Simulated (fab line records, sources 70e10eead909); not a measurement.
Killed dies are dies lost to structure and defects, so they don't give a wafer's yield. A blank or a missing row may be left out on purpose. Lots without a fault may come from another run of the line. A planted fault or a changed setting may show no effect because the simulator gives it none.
Chamber matching | flow nand_harc | NHARC_A_ONON_D1_DEP_33 on pecvd-03: 3 sister chambers
The step deposits SiO2, target thk 200 nm. 22 wafers are shown with their chamber, then 11 later ones without.

WAFERS WITH THEIR CHAMBER
wafer  | chamber | throttle_valve_pct (%) | heater_power_w (W) | mfc_precursor_sccm (sccm)
L076.2 | 2       | 14.7                   | 454                | 161.2
L076.4 | 1       | 16.4                   | 543                | 161.3
L076.5 | 2       | 14.9                   | 467                | 161.4
L080.1 | 0       | 16.5                   | 459                | 161.2
L080.2 | 2       | 15.1                   | 536                | 161.8
L080.6 | 2       | 14.9                   | 536                | 160.7
L081.2 | 1       | 16.2                   | 490                | 161.7
L081.3 | 0       | 16.8                   | 568                | 160.2
L081.4 | 0       | 16.6                   | 564                | 161.2
L083.1 | 1       | 16.2                   | 567                | 161.2
L083.5 | 2       | 14.9                   | 500                | 160.9
L083.6 | 0       | 16.7                   | 610                | 161.8
L087.3 | 2       | 15.0                   | 506                | 160.5
L087.4 | 2       | 15.0                   | 516                | 161.7
L087.5 | 0       | 16.6                   | 574                | 161.2
L086.1 | 0       | 16.7                   | 601                | 161.5
L086.2 | 2       | 14.9                   | 488                | 161.9
L086.3 | 1       | 16.8                   | 493                | 160.6
L089.3 | 2       | 14.9                   | 490                | 161.5
L089.4 | 0       | 16.8                   | 534                | 160.8
L089.6 | 1       | 16.4                   | 538                | 161.2
L090.2 | 1       | 16.2                   | 479                | 161.5

SIGNATURES (means of the wafers above)
reading            | chamber 0 | chamber 1 | chamber 2 | scatter within a chamber
throttle_valve_pct | 16.671    | 16.367    | 14.922    | 0.153
heater_power_w     | 558.57    | 518.33    | 499.22    | 38.4
mfc_precursor_sccm | 161.129   | 161.250   | 161.289   | 0.473
Rule: a wafer's distance from a chamber is the root of the sum, over the readings, of the square of ((its reading less the chamber's mean) divided by the reading's scatter). The wafer belongs to the nearest chamber; if the next one is less than 2 further off, it can't be placed. The scatter: the root of (the sum of the squares of (reading less its chamber's mean) over the shown wafers, divided by (wafers less chambers)).

WAFERS WITHOUT THEIR CHAMBER
wafer  | throttle_valve_pct (%) | heater_power_w (W) | mfc_precursor_sccm (sccm)
L090.4 | 16.6                   | 590                | 161.6
L090.5 | 16.7                   | 480                | 162.5
L094.1 | 16.4                   | 473                | 161.2
L094.2 | 15.0                   | 491                | 161.3
L094.3 | 16.8                   | 613                | 161.6
L093.1 | 14.8                   | 436                | 161.0
L093.2 | 17.0                   | 527                | 161.2
L093.5 | 16.8                   | 537                | 162.0
L097.1 | 16.5                   | 489                | 161.4
L097.5 | 16.4                   | 587                | 160.6
L097.6 | 16.3                   | 471                | 161.4

WHICH CHAMBER EACH WENT THROUGH
wafer  | from the rows above     | in truth
L090.4 | can't be placed: 0 or 1 | 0
L090.5 | can't be placed: 0 or 1 | 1
L094.1 | can't be placed: 1 or 0 | 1
L094.2 | 2                       | 2
L094.3 | can't be placed: 0 or 1 | 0
L093.1 | 2                       | 2
L093.2 | can't be placed: 0 or 1 | 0
L093.5 | can't be placed: 0 or 1 | 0
L097.1 | can't be placed: 1 or 0 | 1
L097.5 | can't be placed: 0 or 1 | 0
L097.6 | 1                       | 1
Placed correctly: 3 of 11. Can't be placed from these rows: 8 (the true chamber is among the candidates in 8). Placed wrongly: 0.
